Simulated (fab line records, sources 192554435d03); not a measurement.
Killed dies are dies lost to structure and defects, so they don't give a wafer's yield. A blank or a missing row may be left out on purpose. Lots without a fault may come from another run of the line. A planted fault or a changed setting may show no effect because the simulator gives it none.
Which tool did it? | flow n5_finfet | 11 lots, 33 wafers sampled, at 2 steps of a route of 1938

WHAT THE GAUGES READ, wafer by wafer
N5_MIM_TOP_LITHO_CD_MEAS_08: target cd 2000 nm. Usual: cd_nm 2000.5 nm, standard deviation 2.1.
lot  | measured     | on        | cd_nm (nm)           | flag
L435 | day 12 16:52 | cd_sem-01 | 2000.6 1999.1 1999.8 |
L434 | day 13 03:01 | cd_sem-01 | 1999.8 2004.9 1998.5 |
L438 | day 13 07:37 | cd_sem-02 | 1997.3 1997.2 1996.6 |
L442 | day 14 23:11 | cd_sem-03 | 1999.7 1996.8 1999.1 |
L447 | day 15 10:47 | cd_sem-03 | 2000.0 1996.4 1997.4 |
L449 | day 16 08:36 | cd_sem-02 | 1997.7 1999.0 1999.1 |
L451 | day 17 00:05 | cd_sem-03 | 1998.5 1996.6 2000.9 |
L453 | day 17 16:07 | cd_sem-03 | 2001.8 2001.9 2003.5 |
L454 | day 17 16:09 | cd_sem-02 | 2000.8 2001.5 2001.4 |
L455 | day 17 16:23 | cd_sem-03 | 2004.9 2002.4 1999.5 |
L452 | day 17 19:25 | cd_sem-03 | 1999.0 2001.6 1999.0 |

WHICH TOOL RAN EACH LOT (tool, then ch and the chambers of the sampled wafers, then the start)
lot  | N5_MIM_TOP_SPUTTER_03
L435 | pvd_sputter-01, day 12 16:28
L434 | pvd_sputter-03, day 13 02:29
L438 | pvd_sputter-01, day 13 07:13
L442 | pvd_sputter-03, day 14 22:39
L447 | pvd_sputter-03, day 15 10:23
L449 | pvd_sputter-02, day 16 08:13
L451 | pvd_sputter-02, day 16 23:41
L453 | pvd_sputter-02, day 17 15:36
L454 | pvd_sputter-01, day 17 15:36
L455 | pvd_sputter-02, day 17 16:00
L452 | pvd_sputter-03, day 17 19:01
- N5_MIM_TOP_SPUTTER_03: material TiN, target thk 35 nm, time 89.7 s.

WHAT THE TOOLS THEMSELVES READ (means of the sampled wafers that have a number; where no wafer has one, the mark that the record gives instead)
N5_MIM_TOP_SPUTTER_03. Usual: throttle_valve_pct 30.0 %, standard deviation 0.92.
lot  | tool           | throttle_valve_pct (%) | flag
L435 | pvd_sputter-01 | 30.2                   |
L434 | pvd_sputter-03 | 30.4                   |
L438 | pvd_sputter-01 | 30.2                   |
L442 | pvd_sputter-03 | 30.6                   |
L447 | pvd_sputter-03 | 30.0                   |
L449 | pvd_sputter-02 | 29.7                   |
L451 | pvd_sputter-02 | 29.2                   |
L453 | pvd_sputter-02 | 29.5                   |
L454 | pvd_sputter-01 | 30.2                   |
L455 | pvd_sputter-02 | 30.1                   |
L452 | pvd_sputter-03 | 30.1                   |

THE ANSWER, worked out from the rows above alone
Rule: a lot is off if the mean of its wafers that have a number lies more than 3 standard deviations from the usual mean. A lot without any number at a reading at which 4 lots or more have one is off too. The other lots that the step has rows for count as sound. The gauges are gone through in route order, then the tools' own readings, and for those a lot's mean is taken as printed above. The first step at which some lot is off is used, and at that step the reading that is off furthest; a lot without a number counts as furthest.
No lot is off at any reading shown: from this, nothing can be told.

WHAT THE SIMULATOR HAD PUT IN
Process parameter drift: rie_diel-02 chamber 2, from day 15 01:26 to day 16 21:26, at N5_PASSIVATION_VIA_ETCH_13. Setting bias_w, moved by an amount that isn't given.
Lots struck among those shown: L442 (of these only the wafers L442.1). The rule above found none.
